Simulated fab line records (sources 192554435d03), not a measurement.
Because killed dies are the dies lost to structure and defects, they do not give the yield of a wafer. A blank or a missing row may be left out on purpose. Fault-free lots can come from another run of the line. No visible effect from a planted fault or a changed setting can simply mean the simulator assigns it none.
Which tool is to blame? | flow n5Finfet | 27 wafers from 9 lots sampled at 6 of the route's 1938 steps

## WHAT THE GAUGES SHOWED, per wafer
N5_BEOL_M4_OVL_MEAS_29.
lot  | measured     | on         | V3_OVL (nm)
L896 | day 8 16:52  | overlay-01 | -1.7 0.2 -1.3
L897 | day 9 00:01  | overlay-02 | 0.7 0.4 -0.6
L898 | day 9 09:10  | overlay-01 | -0.4 0.8 -0.2
L901 | day 10 05:22 | overlay-01 | 1.2 2.1 0.2
L903 | day 10 15:47 | overlay-02 | 0.7 0.7 1.1
L904 | day 10 18:50 | overlay-02 | 0.3 0.2 0.1
L910 | day 12 03:58 | overlay-02 | -0.7 -0.3 -0.6
L908 | day 12 06:11 | overlay-02 | 12.1 11.6 12.3
L913 | day 13 04:19 | overlay-02 | 11.0 11.7 11.1

N5_BEOL_M4_INSPECT_30: inspects for defects (brightfield).
lot  | measured     | on               | rawDefectCount
L896 | day 8 16:55  | defectInspect-02 | 389 338 424
L897 | day 9 00:04  | defectInspect-02 | 407 394 290
L898 | day 9 09:13  | defectInspect-01 | 348 321 313
L901 | day 10 05:25 | defectInspect-02 | 494 509 688
L903 | day 10 15:50 | defectInspect-01 | 476 406 632
L904 | day 10 18:54 | defectInspect-02 | 493 515 476
L910 | day 12 04:01 | defectInspect-01 | 254 373 463
L908 | day 12 06:14 | defectInspect-02 | 600 585 322
L913 | day 13 04:23 | defectInspect-02 | 460 343 330

N5_BEOL_M4_RC_MEAS_101.
lot  | measured     | on        | DIBL_N (mV/V)  | DIBL_P (mV/V)  | IOFF_N (nA/um)    | IOFF_P (nA/um) | ION_N (uA/um) | ION_P (uA/um) | SS_N (mV/dec)  | SS_P (mV/dec)  | VT_N (mV)   | VT_P (mV)
L896 | day 9 02:27  | prober-02 | 35.6 38.0 37.0 | 36.1 39.5 37.8 | 0.174 0.237 0.203 | 0.24 0.32 0.27 | 679 694 691   | 472 484 481   | 71.7 72.4 71.8 | 73.4 73.6 73.5 | 247 243 243 | -243 -242 -243
L897 | day 9 08:35  | prober-02 | 35.7 35.7 35.1 | 36.7 36.7 36.3 | 0.162 0.163 0.152 | 0.23 0.23 0.22 | 680 678 678   | 468 467 467   | 71.3 71.4 71.0 | 72.6 72.1 73.0 | 247 247 249 | -247 -248 -247
L898 | day 9 17:50  | prober-02 | 36.0 35.9 35.6 | 36.9 36.5 35.6 | 0.162 0.157 0.153 | 0.21 0.20 0.20 | 676 682 674   | 465 459 462   | 72.1 71.7 71.3 | 73.2 72.6 73.1 | 247 248 248 | -251 -250 -250
L901 | day 10 11:20 | prober-02 | 37.7 35.7 34.8 | 38.4 35.6 34.8 | 0.186 0.148 0.139 | 0.26 0.22 0.21 | 680 662 677   | 466 463 465   | 72.5 71.3 70.7 | 74.4 73.1 73.3 | 250 250 250 | -245 -248 -248
L903 | day 11 00:10 | prober-02 | 35.2 34.1 35.6 | 34.3 33.3 35.7 | 0.139 0.125 0.146 | 0.16 0.15 0.17 | 649 659 653   | 445 449 445   | 71.2 70.1 71.2 | 73.1 73.0 73.2 | 252 251 254 | -256 -256 -256
L904 | day 11 01:20 | prober-02 | 34.1 35.7 36.3 | 33.8 35.6 36.0 | 0.115 0.138 0.146 | 0.16 0.18 0.19 | 656 673 661   | 450 454 452   | 71.3 72.0 71.7 | 72.5 72.6 73.2 | 254 254 253 | -253 -255 -254
L910 | day 12 11:26 | prober-01 | 35.3 34.3 34.0 | 34.9 33.2 33.3 | 0.143 0.123 0.126 | 0.18 0.17 0.18 | 676 666 667   | 459 457 460   | 71.4 70.4 70.9 | 72.9 72.6 72.6 | 252 254 252 | -253 -254 -252
L908 | day 12 15:07 | prober-01 | 34.7 33.4 35.4 | 33.2 31.7 35.0 | 0.143 0.122 0.164 | 0.19 0.17 0.21 | 674 666 676   | 463 462 469   | 72.2 71.8 72.1 | 73.0 73.3 73.5 | 252 254 252 | -249 -251 -249
L913 | day 13 20:10 | prober-01 | 34.3 36.4 35.3 | 34.6 36.6 35.2 | 0.123 0.150 0.124 | 0.18 0.20 0.17 | 663 673 667   | 458 464 456   | 71.2 71.5 71.2 | 72.0 73.5 72.7 | 253 250 253 | -252 -250 -251

## WHAT TOOL EACH LOT RAN ON (gives the tool, then ch and the chambers of the sampled wafers, and finally the start)
lot  | N5_BEOL_M4_ETCH_63                | N5_BEOL_M4_EXPOSE_25             | N5_BEOL_M4_ETCH_41
L896 | rieDiel-01 ch 0,2, day 8 16:00    | euvScanner-02 ch 0, day 8 16:42  | rieDiel-01 ch 0,3, day 9 02:27 or earlier
L897 | rieDiel-01 ch 0,1,3, day 8 23:10  | euvScanner-02 ch 0, day 8 23:50  | rieDiel-05 ch 1,2,3, day 9 08:35 or earlier
L898 | rieDiel-06 ch 0,1,2, day 9 08:18  | euvScanner-01 ch 0, day 9 08:59  | rieDiel-01 ch 0,1,3, day 9 17:50 or earlier
L901 | rieDiel-06 ch 0,1,2, day 10 04:30 | euvScanner-02 ch 0, day 10 05:11 | rieDiel-01 ch 1,2, day 10 11:20 or earlier
L903 | rieDiel-06 ch 1,2, day 10 14:55   | euvScanner-02 ch 0, day 10 15:37 | rieDiel-05 ch 1,2, day 11 00:10 or earlier
L904 | rieDiel-06 ch 0,1,2, day 10 18:07 | euvScanner-02 ch 0, day 10 18:40 | rieDiel-06 ch 1,2, day 11 01:20 or earlier
L910 | rieDiel-01 ch 0,2,3, day 12 03:06 | euvScanner-01 ch 0, day 12 03:47 | rieDiel-01 ch 2,3, day 12 11:26 or earlier
L908 | rieDiel-05 ch 0,2,3, day 12 05:19 | euvScanner-02 ch 0, day 12 06:00 | rieDiel-05 ch 0,2,3, day 12 15:07 or earlier
L913 | rieDiel-05 ch 0,1,3, day 13 03:24 | euvScanner-02 ch 0, day 13 04:09 | rieDiel-05 ch 1,2,3, day 13 20:10 or earlier
- N5_BEOL_M4_ETCH_63: etches SiARC in CF4, target depth 15.6 nm, time 26 s.
- N5_BEOL_M4_EXPOSE_25: exposes mask V3, defocus 5 nm.
- N5_BEOL_M4_ETCH_41: etches SiCN in CH3F/O2, target depth 29.9 nm, time 52.5 s.

## AS READ BY THE TOOLS THEMSELVES (means over the sampled wafers that have a number; for cases with no such wafer, the mark the record gives instead)
N5_BEOL_M4_ETCH_63.
lot  | tool       | drypumpMotorCurrentA (A) | etchRfOnTimeS (s) | oesProductAu (a.u.) | rfVppV (V) | showerheadPlenumPTorr (Torr) | throttleValvePct (%)
L896 | rieDiel-01 | 5.6                      | 26.1              | 0.64                | 184.0      | 2.09                         | 15.63
L897 | rieDiel-01 | 5.7                      | 26.2              | 0.62                | 183.4      | 2.10                         | 15.70
L898 | rieDiel-06 | 5.6                      | 26.1              | 0.68                | 185.1      | 2.21                         | 15.75
L901 | rieDiel-06 | 5.6                      | 25.9              | 0.68                | 185.0      | 2.21                         | 15.76
L903 | rieDiel-06 | 6.1                      | 26.2              | 0.67                | 184.6      | 2.21                         | 15.73
L904 | rieDiel-06 | 5.6                      | 25.7              | 0.68                | 184.2      | 2.21                         | 15.77
L910 | rieDiel-01 | 5.6                      | 25.6              | 0.72                | 183.0      | 2.08                         | 15.46
L908 | rieDiel-05 | 5.4                      | 25.4              | 0.71                | 184.3      | 2.14                         | 15.58
L913 | rieDiel-05 | 5.5                      | 25.6              | 0.72                | 184.8      | 2.17                         | 15.43

N5_BEOL_M4_EXPOSE_25.
lot  | tool          | exposureDoseMJCm2
L896 | euvScanner-02 | 62.73
L897 | euvScanner-02 | 62.75
L898 | euvScanner-01 | 63.00
L901 | euvScanner-02 | 62.81
L903 | euvScanner-02 | 62.79
L904 | euvScanner-02 | 62.72
L910 | euvScanner-01 | 63.06
L908 | euvScanner-02 | 62.70
L913 | euvScanner-02 | 62.78

N5_BEOL_M4_ETCH_41.
lot  | tool       | drypumpMotorCurrentA (A) | oesProductAu (a.u.) | rfVppV (V) | showerheadPlenumPTorr (Torr) | throttleValvePct (%)
L896 | rieDiel-01 | 5.6                      | 0.76                | 296.5      | 1.95                         | 16.23
L897 | rieDiel-05 | 5.6                      | 0.88                | 298.1      | 2.03                         | 16.20
L898 | rieDiel-01 | 5.8                      | 0.72                | 296.0      | 1.96                         | 16.43
L901 | rieDiel-01 | 5.4                      | 0.74                | 296.0      | 1.94                         | 16.26
L903 | rieDiel-05 | 6.0                      | 0.87                | 297.6      | 2.00                         | 16.17
L904 | rieDiel-06 | 6.1                      | 0.80                | 298.4      | 2.07                         | 16.47
L910 | rieDiel-01 | 5.3                      | 0.76                | 295.2      | 1.91                         | 16.11
L908 | rieDiel-05 | 5.4                      | 0.82                | 297.0      | 2.00                         | 16.30
L913 | rieDiel-05 | 5.6                      | 0.84                | 297.2      | 2.02                         | 16.28

## THE ANSWER, worked out from the rows above alone
Rule: the usual values come from the lots themselves. The widest of any qualifying gaps counts: lots, ordered by their means at a reading, are off when they make up no more than a third of the lots, leave a main group of 4 or more, and stand apart from it by 3 or more times the standard deviation of that group's means. A main group whose means are all the same, to the digits that the tables above print for the reading, isn't used. A lot without any number at a reading at which 4 lots or more have one is off too. Where the step has rows for the other lots, those lots are counted as sound. First the gauges in route order, then the tools' own readings, where a lot's mean is used as printed above. The first step at which some lot is off is used, and at that step the reading that is off furthest; a lot without a number counts as furthest.
Off: at N5_BEOL_M4_OVL_MEAS_29 (V3_OVL), L908, L913. The main group: mean 0.1 nm, standard deviation 0.67.
A tool fits if, at a process step before that reading, it ran every lot that is off, and no sound lot after the first of them. The gauges at N5_BEOL_M4_OVL_MEAS_29 are tried like those tools. Can't be told from this: 3 tools fit, rieDiel-05 at N5_BEOL_M4_ETCH_63, euvScanner-02 at N5_BEOL_M4_EXPOSE_25, overlay-02 at N5_BEOL_M4_OVL_MEAS_29.

## WHAT WAS PUT IN BY THE SIMULATOR
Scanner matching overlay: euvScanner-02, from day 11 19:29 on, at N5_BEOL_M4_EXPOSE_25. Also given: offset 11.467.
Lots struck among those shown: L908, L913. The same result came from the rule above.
